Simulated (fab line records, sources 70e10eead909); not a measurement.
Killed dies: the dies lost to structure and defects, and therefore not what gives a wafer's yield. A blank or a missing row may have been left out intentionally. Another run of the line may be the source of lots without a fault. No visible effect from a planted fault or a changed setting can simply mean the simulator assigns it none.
Matching of chambers | flow nand harc | 4 sister chambers for NHARC_A_STAIRCASE_STRIP_476 on rie diel-12
The step strips in O2, time 20 s. 27 wafers are shown with their chamber, then 12 later ones without.

EACH WAFER AND ITS CHAMBER
wafer  | chamber | drypump motor current A (A) | showerhead plenum p Torr (Torr) | rf vpp V (V)
L074.3 | 1       | 6.0                         | 3.70                            | 57.9
L074.4 | 1       | 6.0                         | 3.70                            | 57.5
L074.5 | 3       | 6.1                         | 3.68                            | 58.6
L076.1 | 3       | 6.1                         | 3.67                            | 59.3
L076.2 | 0       | 6.4                         | 3.41                            | 56.9
L076.5 | 3       | 6.1                         | 3.67                            | 58.1
L079.1 | 2       | 5.1                         | 3.30                            | 55.8
L079.2 | 1       | 6.0                         | 3.69                            | 58.4
L079.6 | 0       | 6.4                         | 3.40                            | 58.6
L081.2 | 3       | 6.1                         | 3.66                            | 59.0
L081.3 | 2       | 5.2                         | 3.30                            | 57.1
L081.4 | 0       | 6.4                         | 3.40                            | 57.8
L082.2 | 3       | 6.1                         | 3.66                            | 58.0
L082.3 | 0       | 6.4                         | 3.40                            | 57.9
L082.6 | 0       | 6.4                         | 3.40                            | 58.7
L083.2 | 3       | 6.1                         | 3.66                            | 58.2
L083.4 | 0       | 6.4                         | 3.40                            | 57.8
L083.5 | 2       | 5.2                         | 3.30                            | 57.4
L084.2 | 1       | 6.0                         | 3.69                            | 56.4
L084.4 | 2       | 5.1                         | 3.30                            | 57.6
L084.6 | 2       | 5.1                         | 3.30                            | 57.2
L088.1 | 0       | 6.4                         | 3.39                            | 58.2
L088.3 | 3       | 6.1                         | 3.66                            | 57.4
L088.6 | 2       | 5.2                         | 3.29                            | 58.4
L091.2 | 0       | 6.4                         | 3.39                            | 57.1
L091.3 | 3       | 6.1                         | 3.65                            | 59.4
L091.4 | 1       | 6.0                         | 3.68                            | 58.3

SIGNATURES (means of the wafers above)
reading                  | chamber 0 | chamber 1 | chamber 2 | chamber 3 | scatter within a chamber
drypump motor current A  | 6.400     | 6.000     | 5.150     | 6.100     | 0.0255
showerhead plenum p Torr | 3.3988    | 3.6920    | 3.2983    | 3.6638    | 0.00734
rf vpp V                 | 57.875    | 57.700    | 57.250    | 58.500    | 0.738
Rule: a wafer's distance from a chamber is the root of the sum, over the readings, of the square of ((its reading less the chamber's mean) divided by the reading's scatter). If the next closest chamber is less than 2 further off than the closest, the wafer can't be placed; otherwise it belongs to the closest. The scatter: take each reading less its chamber's mean, square it, sum over the shown wafers, divide by the number of wafers less the number of chambers, and take the root.

WAFERS WITHOUT THEIR CHAMBER
wafer  | drypump motor current A (A) | showerhead plenum p Torr (Torr) | rf vpp V (V)
L092.1 | 6.1                         | 3.65                            | 58.4
L092.2 | 5.2                         | 3.29                            | 57.9
L092.3 | 6.0                         | 3.68                            | 58.7
L092.4 | 6.4                         | 3.39                            | 58.1
L092.5 | 6.0                         | 3.68                            | 58.7
L092.6 | 5.1                         | 3.29                            | 58.1
L090.1 | 6.4                         | 3.39                            | 55.6
L090.2 | 6.0                         | 3.68                            | 58.0
L090.5 | 6.1                         | 3.65                            | 58.1
L094.1 | 6.1                         | 3.65                            | 58.6
L094.2 | 6.0                         | 3.68                            | 58.4
L094.3 | 5.2                         | 3.29                            | 56.0

WHICH CHAMBER EACH ONE RAN IN
wafer  | from the rows above | in truth
L092.1 | 3                   | 3
L092.2 | 2                   | 2
L092.3 | 1                   | 1
L092.4 | 0                   | 0
L092.5 | 1                   | 1
L092.6 | 2                   | 2
L090.1 | 0                   | 0
L090.2 | 1                   | 1
L090.5 | 3                   | 3
L094.1 | 3                   | 3
L094.2 | 1                   | 1
L094.3 | 2                   | 2
Correct placement for 12 of the 12. Left unplaced by these rows: 0. 0 placed wrongly.
